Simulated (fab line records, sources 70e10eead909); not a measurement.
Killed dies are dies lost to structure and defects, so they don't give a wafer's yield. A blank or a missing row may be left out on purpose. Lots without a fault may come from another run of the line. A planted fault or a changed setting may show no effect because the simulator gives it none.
A struck lot beside a sound one | flow nand_harc | 14 steps out of a route of 1302
Sound: wafers L904.2, L904.3, L904.5. Struck: wafers L911.1, L911.3. (L911.2 of the same lot was not struck and is left out.) The cause comes at the end.
At each step with rows: each side's tool, then ch and its chambers, then its first start. Under that, the readings that differ: sound wafers | struck wafers | difference of the means | sigmas: that difference in standard deviations of wafers without a fault.
alike: readings whose means differ by less than 2 such deviations, and words and numbers that are the same on both sides. not compared: withheld readings, readings that some wafer has no value for, bounds like >300 that may hide the same value, and numbers for which the record gives no deviation and whose values overlap.
The two part at a step that has a row with sigmas, a row that says differs or no value, or rows on one side only. Numbers that don't overlap but have no deviation are shown without sigmas and don't part them. A reading that every wafer of one side lacks parts them only if that side has two wafers or more.

first, 8 steps without rows for these wafers: NHARC_A_CONTACT_COAT_61 (time 75 s); NHARC_A_CONTACT_COAT_62 (time 65 s); NHARC_A_CONTACT_COAT_63 (resist thk 90 nm); NHARC_A_CONTACT_SOFTBAKE_64 (time 55 s); NHARC_A_CONTACT_EBR_65; NHARC_A_CONTACT_EXPOSE_66 (exposes mask A CC 2); NHARC_A_CONTACT_PEB_67 (peb time 65 s); NHARC_A_CONTACT_DEVELOP_68 (develop time 35 s).
NHARC_A_CONTACT_CD_MEAS_69: target cd 300 nm.
  sound on cd_sem-02 ch 0, day 22 22:17; struck on cd_sem-03 ch 0, day 26 16:55
  alike: cd_nm
NHARC_A_CONTACT_OVL_MEAS_70:
  sound on overlay-01, day 22 22:22; struck on overlay-01, day 26 17:00
  alike: overlay_x_nm, overlay_y_nm
NHARC_A_CONTACT_INSPECT_71:
  sound on defect_inspect-02, day 22 22:24; struck on defect_inspect-02, day 26 17:02
  alike: raw_defect_count
NHARC_A_CONTACT_DESCUM_74: chemistry O2, time 3 s.
  sound on rie_diel-05 ch 1,3, day 22 22:28; struck on rie_diel-04 ch 0,3, day 26 17:05
  reading               | sound             | struck      | difference | sigmas
  oes_product_au (a.u.) | 0.998 0.998 0.989 | 1.015 1.013 | +0.019     | +3
  alike: drypump_motor_current_A, rf_vpp_V, showerhead_plenum_p_Torr, throttle_valve_pct
  not compared: rf_hours_counter_h
NHARC_A_CONTACT_ETCH_75: etches the open film in CF4, target depth 39 nm, time 65 s.
  sound on rie_diel-05 ch 0,2,3, day 22 22:34; struck on rie_diel-04 ch 1,2, day 26 17:11
  reading          | sound            | struck    | difference                    | sigmas
  bias_w (W)       | 100.0 99.9 100.2 | - -       | no value on the struck wafers |
  run_length_s (s) | 86.8 86.2 86.0   | 68.2 68.3 | -18.1                         | -45
  alike: drypump_motor_current_A, oes_product_au, rf_vpp_V, showerhead_plenum_p_Torr, throttle_valve_pct
  not compared: rf_hours_counter_h
NHARC_A_CONTACT_ETCH_76: etches the open film in N2/H2, target depth 260 nm, time 475.3 s.
  sound on rie_diel-05 ch 0,1; struck on rie_diel-04 ch 1,3
  alike: bias_w, drypump_motor_current_A, oes_product_au, rf_vpp_V, run_length_s, showerhead_plenum_p_Torr, throttle_valve_pct
  not compared: rf_hours_counter_h

WHERE THEY PART
First at NHARC_A_CONTACT_DESCUM_74; last, within this record, at NHARC_A_CONTACT_ETCH_75. Later steps at which nothing parts them and some readings are alike: NHARC_A_CONTACT_ETCH_76.

WHY: what the simulator had put in
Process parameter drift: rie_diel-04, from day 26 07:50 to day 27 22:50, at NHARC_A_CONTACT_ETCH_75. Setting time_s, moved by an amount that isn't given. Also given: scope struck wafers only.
